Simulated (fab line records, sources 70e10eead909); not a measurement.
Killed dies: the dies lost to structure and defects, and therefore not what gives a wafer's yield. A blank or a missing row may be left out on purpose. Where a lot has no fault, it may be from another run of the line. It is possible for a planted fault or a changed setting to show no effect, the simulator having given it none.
Matching of chambers	flow nand_harc	3 sister chambers for NHARC_P_M0_DEP_32 on pecvd-01
The step deposits SiCN, target thk 30 nm. 6 wafers are shown with their chamber, then 7 later ones without.

WAFERS, EACH WITH ITS CHAMBER
wafer	chamber	heater_power_w (W)	rf_fwd_power_W (W)
L080.3	2	535	448.3
L084.1	0	659	446.2
L084.2	1	466	448.8
L084.5	0	660	447.5
L088.2	1	498	448.4
L088.3	2	525	451.6

WAFERS WHOSE CHAMBER IS MISSING
wafer	heater_power_w (W)	rf_fwd_power_W (W)
L088.6	501	448.2
L086.1	499	448.2
L086.5	504	447.7
L086.6	431	445.0
L092.4	619	450.0
L092.5	554	449.4
L092.6	507	448.5

EACH ONE'S CHAMBER
wafer	from the rows above	in truth
L088.6	can't be placed: 1 or 2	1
L086.1	can't be placed: 1 or 2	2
L086.5	can't be placed: 1 or 2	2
L086.6	1	1
L092.4	0	0
L092.5	2	2
L092.6	can't be placed: 1 or 2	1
3 of 7 placed correctly. Unplaceable from these rows: 4, with the true chamber sitting among the candidates in 4. 0 placed wrongly.
How it was worked out, from the rows above alone: a wafer's distance from a chamber is the root of the sum, over the readings, of the square of ((its reading less the chamber's mean) divided by the reading's scatter). The wafer belongs to the nearest chamber; if the next one is less than 2 further off, it can't be placed. Each chamber's mean is taken over the wafers shown for it. The scatter is the square root of a quotient: the sum, over the shown wafers, of each reading's squared deviation from its chamber's mean, divided by wafers minus chambers.
